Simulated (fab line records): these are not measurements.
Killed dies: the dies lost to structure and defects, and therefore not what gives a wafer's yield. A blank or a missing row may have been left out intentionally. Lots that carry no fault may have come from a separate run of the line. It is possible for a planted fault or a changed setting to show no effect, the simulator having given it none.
What tool caused it? -- flow n5_finfet -- 24 lots, 72 wafers sampled, at 3 steps of a route of 1938

## WHAT EACH GAUGE READ, for each wafer
N5_BEOL_M12_CD_MEAS_10 targets a cd of 140 nm. Usual: cd_nm reads 139.6 nm (standard deviation 1.8).
lot,measured,on,cd_nm (nm),flag
L074,day 10 08:58,cd_sem-03,139.0 140.5 140.5,
L075,day 11 10:35,cd_sem-02,142.6 141.6 142.4,
L076,day 11 23:17,cd_sem-03,137.3 134.8 137.3,
L077,day 12 00:11,cd_sem-03,140.7 140.1 138.5,
L078,day 12 07:06,cd_sem-03,135.1 136.9 137.2,
L080,day 12 23:28,cd_sem-03,141.5 141.4 141.7,
L082,day 12 23:56,cd_sem-02,141.6 140.8 138.5,
L079,day 13 00:05,cd_sem-02,142.3 140.0 139.5,
L085,day 13 07:56,cd_sem-02,142.7 141.4 140.1,
L081,day 13 08:19,cd_sem-03,138.7 140.5 138.2,
L083,day 13 15:32,cd_sem-03,137.4 136.2 139.9,
L084,day 13 17:38,cd_sem-02,138.3 137.7 139.3,
L087,day 13 22:19,cd_sem-03,141.9 142.5 139.7,
L088,day 14 01:53,cd_sem-03,141.2 139.6 138.3,
L086,day 14 02:04,cd_sem-03,142.0 141.9 139.0,
L089,day 14 18:14,cd_sem-01,139.0 141.9 139.7,
L090,day 15 12:13,cd_sem-02,141.5 141.4 141.1,
L093,day 15 18:00,cd_sem-01,137.9 138.7 141.9,
L091,day 15 18:37,cd_sem-03,136.7 138.4 137.2,
L092,day 15 23:56,cd_sem-02,138.4 140.0 139.4,
L094,day 16 02:32,cd_sem-01,141.4 139.2 140.3,
L095,day 17 00:19,cd_sem-02,139.2 141.1 139.1,
L096,day 17 11:43,cd_sem-01,138.8 137.9 139.8,
L097,day 17 12:27,cd_sem-03,139.0 137.8 137.7,

N5_BEOL_M12_THK_MEAS_50: measures by xrf. Usual: for M12_THK the level is 319 nm and the standard deviation is 4.5.
lot,measured,on,M12_THK (nm),flag
L074,day 10 14:12,film_metro-01,320 319 324,
L075,day 11 15:02,film_metro-02,324 313 321,
L076,day 12 03:56,film_metro-01,323 324 328,
L077,day 12 05:34,film_metro-02,321 317 322,
L078,day 12 13:36,film_metro-01,323 320 322,
L080,day 13 06:02,film_metro-01,316 316 320,
L082,day 13 06:18,film_metro-01,320 323 321,
L079,day 13 06:41,film_metro-02,311 312 312,
L085,day 13 13:20,film_metro-01,314 322 320,
L081,day 13 15:25,film_metro-01,320 319 320,
L083,day 13 20:22,film_metro-02,325 320 323,
L084,day 13 23:19,film_metro-01,318 323 322,
L087,day 14 02:07,film_metro-01,325 320 321,
L088,day 14 05:45,film_metro-02,321 315 321,
L086,day 14 06:20,film_metro-02,318 318 318,
L089,day 15 06:06,film_metro-02,322 316 315,
L090,day 15 15:59,film_metro-02,318 326 314,
L093,day 15 22:22,film_metro-01,313 316 321,
L091,day 15 23:06,film_metro-01,313 315 314,
L092,day 16 05:17,film_metro-01,313 321 319,
L094,day 16 05:40,film_metro-01,312 312 311,
L095,day 17 04:27,film_metro-01,325 333 327,
L096,day 17 15:05,film_metro-02,318 319 314,
L097,day 17 17:49,film_metro-02,323 325 317,

## EACH LOT AND THE TOOL THAT RAN IT (in order: tool; ch and the chambers of the sampled wafers; start)
lot,N5_BEOL_M12_PRE_CLEAN_42
L074,"pvd_sputter-03, day 10 13:08"
L075,"pvd_sputter-01, day 11 13:59"
L076,"pvd_sputter-03, day 12 02:51"
L077,"pvd_sputter-03, day 12 03:46"
L078,"pvd_sputter-03, day 12 12:01"
L080,"pvd_sputter-01, day 13 04:59"
L082,"pvd_sputter-02, day 13 05:00"
L079,"pvd_sputter-01, day 13 05:23"
L085,"pvd_sputter-03, day 13 12:17"
L081,"pvd_sputter-01, day 13 14:21"
L083,"pvd_sputter-02, day 13 19:19"
L084,"pvd_sputter-02, day 13 21:38"
L087,"pvd_sputter-03, day 14 00:38"
L088,"pvd_sputter-03, day 14 04:42"
L086,"pvd_sputter-01, day 14 05:17"
L089,"pvd_sputter-01, day 15 05:02"
L090,"pvd_sputter-03, day 15 14:56"
L093,"pvd_sputter-02, day 15 21:18"
L091,"pvd_sputter-02, day 15 21:52"
L092,"pvd_sputter-01, day 16 04:05"
L094,"pvd_sputter-01, day 16 04:37"
L095,"pvd_sputter-02, day 17 03:23"
L096,"pvd_sputter-01, day 17 14:01"
L097,"pvd_sputter-03, day 17 16:31"
- N5_BEOL_M12_PRE_CLEAN_42: time 30 s.

## WHAT THE TOOLS THEMSELVES READ (means of the sampled wafers that have a number; where no wafer has one, the mark that the record gives instead)
N5_BEOL_M12_PRE_CLEAN_42. Usual: heater_power_w 340 W, standard deviation 27; susceptor_temp_C 249.98 C, standard deviation 0.15.
lot,tool,heater_power_w (W),susceptor_temp_C (C),flag
L074,pvd_sputter-03,326,249.93,
L075,pvd_sputter-01,333,249.85,
L076,pvd_sputter-03,346,249.93,
L077,pvd_sputter-03,341,249.97,
L078,pvd_sputter-03,347,249.95,
L080,pvd_sputter-01,324,249.85,
L082,pvd_sputter-02,338,250.02,
L079,pvd_sputter-01,335,249.93,
L085,pvd_sputter-03,355,249.88,
L081,pvd_sputter-01,323,250.04,
L083,pvd_sputter-02,369,249.92,
L084,pvd_sputter-02,386,250.01,
L087,pvd_sputter-03,345,249.90,
L088,pvd_sputter-03,348,250.01,
L086,pvd_sputter-01,328,249.94,
L089,pvd_sputter-01,364,250.11,
L090,pvd_sputter-03,345,250.00,
L093,pvd_sputter-02,362,250.06,
L091,pvd_sputter-02,359,250.00,
L092,pvd_sputter-01,338,250.09,
L094,pvd_sputter-01,324,249.93,
L095,pvd_sputter-02,346,249.99,
L096,pvd_sputter-01,345,249.86,
L097,pvd_sputter-03,325,250.12,

## THE ANSWER, worked out from the rows above alone
Rule: a lot is off if the mean of its wafers that have a number lies more than 3 standard deviations from the usual mean. Also off: a lot with no number at a reading for which 4 or more lots have one. The other lots that the step has rows for count as sound. Order of review: gauges by route order, followed by the tools' own readings, for which a lot's mean as printed above is used. At the first step where some lot is off, the reading lying furthest off is the one used; lots without a number count as furthest.
No lot is off on any of the readings shown, so nothing can be concluded from this.

## WHAT THE SIMULATOR PUT IN
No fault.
